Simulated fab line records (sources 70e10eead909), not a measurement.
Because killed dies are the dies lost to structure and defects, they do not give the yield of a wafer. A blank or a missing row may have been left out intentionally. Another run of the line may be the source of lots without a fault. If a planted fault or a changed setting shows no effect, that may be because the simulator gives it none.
Code-filled problem report in 8D (eight disciplines) form + flow nand harc + the parts of the form that need people (team, actions taken, sign-off) are left out

## 1. WHAT WENT WRONG
time to endpoint s at NHARC_A_M1_CMP_23 reads a mean of 12.6 s on 2 wafers of 2 lots; wafers without a fault read 28.9 s with a standard deviation of 2.4. Relative to the usual mean, that is a shift of -6.8 standard deviations.
The step: polishes, t overpolish 20 s, target thk 154.34 nm.
First seen on wafer L857.3, day 30 11:52, on cmp-03. The record holds 33 wafers of 11 lots with a number at this step. Rule for "out" (also "out of limits"): further than 4 standard deviations from the usual mean. The other wafers with a number count as sound.

## 2. WHAT IT IS, WHAT IT ISN'T
| question                    | is                 | is not                                                                          |
|-----------------------------|--------------------|---------------------------------------------------------------------------------|
| which readings at this step | time to endpoint s | motor current A, slurry filter dp kPa                                           |
| which lots                  | L857, L859         | L839, L842, L843, L844, L845, L846, L851, L860, L862                            |
| which wafers of those lots  | L857.3, L859.2     | L857.1, L857.5, L859.1, L859.3                                                  |
| read on which tools         | cmp-01, cmp-03     | cmp-02                                                                          |
| when                        | from day 30 11:52  | up to then (23 sound wafers); but 8 sound wafers of L859, L860, L862 came after |

## 3. WHAT RULES OUT EACH SUSPECT
Counting: if a tool at a process step up to the reading ran every lot that is out, it stays a suspect. Sound lots after the first of them don't rule it out here, since some wafers of a struck lot are sound.
- ecd cu-02 at NHARC_A_M1_ECD_22 (material Cu, target thk 400 nm): kept. It processed each lot that is out (first: L857, day 30 11:10); up to then, its last sound lot is L845 (day 24 19:08).
- The sound lot-mates ran in chamber 1 of ecd cu-02 at NHARC_A_M1_ECD_22, but the wafers that are out ran in chamber 0.
Remaining after the count: ecd cu-02 at NHARC_A_M1_ECD_22.

## 4. THE CAUSE (what the simulator had put in)
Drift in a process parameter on ecd cu-02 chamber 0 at NHARC_A_M1_ECD_22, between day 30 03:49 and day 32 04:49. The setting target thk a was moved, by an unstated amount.
The count eliminated every tool but this one.

## 5. THE EFFECT CHAIN, in route order
One row per reading whose mean, taken over the struck wafers that have a number, lies over 3 standard deviations from the usual. Only readings whose record carries a usual standard deviation are examined. hours: median over the lots of the time between each lot's start at the first step of this table that gives one and its start at this step. sigmas: the change, counted in usual standard deviations.
| hours | step              | reading            | usual  | on struck wafers | change | sigmas |
|-------|-------------------|--------------------|--------|------------------|--------|--------|
| 0     | NHARC_A_M1_CMP_23 | time to endpoint s | 28.9 s | 12.6             | -16.3  | -6.8   |
Process steps it contains:
- NHARC_A_M1_CMP_23: polishes, t overpolish 20 s, target thk 154.34 nm.
Later steps that measure or inspect, where all struck wafers having a row at the step show a number for every such reading and not one has moved that far: NHARC_A_M1_INSPECT_27.

## 6. WHAT WOULD HAVE CAUGHT IT SOONER
First out-of-limits reading in this record: day 30 11:52, which is 8 hours after fault onset at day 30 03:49.
No tool reading at NHARC_A_M1_ECD_22 that has a usual standard deviation in the record was out on any struck wafer, so an alarm limit of 4 standard deviations on those readings would not have fired.
Lots out: 2; of these, L859 started NHARC_A_M1_ECD_22 on ecd cu-02 after day 30 11:52. Putting the tool on hold at that point would have spared it.
